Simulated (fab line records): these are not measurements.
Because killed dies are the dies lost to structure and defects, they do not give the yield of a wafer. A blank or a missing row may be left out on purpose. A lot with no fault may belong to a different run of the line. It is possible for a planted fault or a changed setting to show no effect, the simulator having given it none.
Code-filled problem report in 8D (eight disciplines) form :: flow n5_finfet :: the parts of the form that need people (team, actions taken, sign-off) are left out

== 1. THE ISSUE ==
Mean of killed_at_M4_up at N5_PASSIVATION_PROBE_49: 61 across 3 wafers in 2 lots; on wafers with no fault it is 15 (standard deviation 6.2). That is +7.4 standard deviations from the usual mean.
The first sign was on wafer L815.4 at day 17 10:09, on prober-01. The record has a number at this step for 25 wafers belonging to 9 lots. Rule for "out" (also "out of limits"): further than 4 standard deviations from the usual mean. The rest of the wafers with a number are treated as sound.

== 2. WHAT IT IS; WHAT IT IS NOT ==
question: which readings at this step
is: killed_at_M4_up
is not: killed_at_M0_to_M3, killed_at_contacts, killed_at_front_end, killed_at_other, killed_open, killed_short, sort_bin_6_memory, sort_bin_8_speed

question: which lots
is: L815, L818
is not: L805, L806, L809, L810, L811, L812, L823

question: which wafers of those lots
is: L815.4, L815.5, L818.1
is not: L815.2, L818.2, L818.3

question: read on which tools
is: prober-01, prober-02
is not: -

question: when
is: from day 17 10:09
is not: up to then (17 sound wafers); but 5 sound wafers of L818, L823 came after

== 3. SUSPECTS, AND WHAT RULES EACH OUT ==
Counting: any tool at a process step up to the reading remains a suspect provided it ran every lot that is out. Sound lots after the first of them don't rule it out here, since some wafers of a struck lot are sound.
- pvd_sputter-01 at N5_BEOL_M10_HM_DEP_02 (deposits TiN, target thk 20 nm): kept. It ran every lot that is out, first L815 (day 15 01:02); its last sound lot up to then is L810 (day 13 02:45).
- pecvd-04 at N5_MIM_TOP_ETCH_PECVD_03 (deposits SiNx from SiH4/NH3/N2, target thk 20 nm, time 17.6 s): kept. It ran every lot that is out, first L815 (day 16 21:29); its last sound lot up to then is L811 (day 15 01:41).
What counting leaves: pvd_sputter-01 at N5_BEOL_M10_HM_DEP_02 and pecvd-04 at N5_MIM_TOP_ETCH_PECVD_03.

== 4. THE CAUSE (what the simulator had put in) ==
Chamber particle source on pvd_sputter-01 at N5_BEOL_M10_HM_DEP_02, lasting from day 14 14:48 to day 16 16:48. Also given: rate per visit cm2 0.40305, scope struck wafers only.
After counting, 2 suspects remain, this tool included.

== 5. SEQUENCE OF EFFECTS, ordered by route ==
Rows list readings where the struck wafers' mean (over those with a number) sits beyond 3 standard deviations from the usual. Scope: only readings with a usual standard deviation given in the record; hours: median across lots of the time from each lot's start at the first step in this table that gives one to its start at this step; sigmas: change in usual standard deviations.
hours: 0
step: N5_PASSIVATION_PROBE_49
reading: killed_at_M4_up
usual: 15
on struck wafers: 61
change: +46
sigmas: +7.4

hours: 0
step: N5_PASSIVATION_PROBE_49
reading: killed_on_rim
usual: 13
on struck wafers: 26
change: +13
sigmas: +3.1

hours: 0
step: N5_PASSIVATION_PROBE_49
reading: sort_bin_5_function
usual: 5.1 %
on struck wafers: 7.9
change: +2.8
sigmas: +3.2
Here are the process steps it includes:
- N5_PASSIVATION_PROBE_49

== 6. WHAT WOULD HAVE CAUGHT IT SOONER ==
The fault began at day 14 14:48; the first out-of-limits reading in this record came at day 17 10:09, 67 hours later.
Tool readings at N5_BEOL_M10_HM_DEP_02 with a usual standard deviation given in the record: none out on any struck wafer, hence no alarm at a limit of 4 standard deviations on them.
By day 17 10:09 the whole set of lots that are out, 2 in number, had already begun N5_BEOL_M10_HM_DEP_02 on pvd_sputter-01. Holding the tool at that point would not have protected any of them.
